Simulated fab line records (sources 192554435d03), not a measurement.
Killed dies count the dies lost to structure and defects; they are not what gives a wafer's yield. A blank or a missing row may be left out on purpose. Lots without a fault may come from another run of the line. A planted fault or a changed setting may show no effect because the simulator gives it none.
Chamber matching ; flow n5Finfet ; N5_BEOL_M4_PRE_CLEAN_60 on cvdCo-02 has 3 sister chambers
The step time 15 s. 30 wafers are shown with their chamber, then 12 later ones without.

## WAFERS, EACH WITH ITS CHAMBER
wafer;chamber;heaterPowerW (W);rfFwdPowerW (W)
L075.1;2;117;296.5
L075.4;1;114;295.6
L075.5;0;66;297.5
L077.2;0;69;297.5
L077.3;1;121;293.4
L077.4;1;116;294.3
L076.3;0;69;297.9
L076.5;2;116;294.7
L076.6;1;119;296.7
L078.1;2;115;296.2
L078.4;1;117;294.8
L078.5;0;68;298.8
L081.3;1;119;295.5
L081.5;2;116;295.2
L081.6;1;122;295.7
L083.1;2;115;294.5
L083.4;1;120;295.3
L083.5;0;73;296.9
L084.1;1;120;295.2
L084.2;2;118;295.7
L084.6;0;67;298.9
L088.2;1;117;294.9
L088.5;0;71;297.4
L088.6;1;121;294.4
L087.1;2;116;295.6
L087.2;0;69;297.1
L087.3;1;118;294.5
L089.1;0;69;297.5
L089.4;1;118;293.5
L089.6;2;118;296.5

SIGNATURES (means of the wafers above)
reading;chamber 0;chamber 1;chamber 2;scatter within a chamber
heaterPowerW;69.00;118.62;116.38;1.97
rfFwdPowerW;297.722;294.908;295.613;0.817
Rule: a wafer's distance from a chamber is the root of the sum, over the readings, of the square of ((its reading less the chamber's mean) divided by the reading's scatter). If the next closest chamber is less than 2 further off than the closest, the wafer can't be placed; otherwise it belongs to the closest. The scatter is the square root of a quotient: the sum, over the shown wafers, of each reading's squared deviation from its chamber's mean, divided by wafers minus chambers.

## WAFERS MISSING THEIR CHAMBER
wafer;heaterPowerW (W);rfFwdPowerW (W)
L090.2;119;294.6
L090.3;117;297.9
L090.6;120;296.3
L093.1;69;296.3
L093.5;70;295.6
L093.6;116;295.7
L092.2;118;296.4
L092.4;120;293.3
L092.5;69;296.9
L094.1;71;297.6
L094.3;117;295.5
L094.4;120;295.3

## EACH ONE'S CHAMBER
wafer;from the rows above;in truth
L090.2;can't be placed: 1 or 2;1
L090.3;can't be placed: 2 or 1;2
L090.6;can't be placed: 1 or 2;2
L093.1;0;0
L093.5;0;0
L093.6;can't be placed: 2 or 1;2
L092.2;can't be placed: 2 or 1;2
L092.4;can't be placed: 1 or 2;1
L092.5;0;0
L094.1;0;0
L094.3;can't be placed: 2 or 1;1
L094.4;can't be placed: 1 or 2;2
Placed correctly: 4 of 12. These rows do not allow placing 8 (true chamber among the candidates in 8). Placed wrongly: 0.
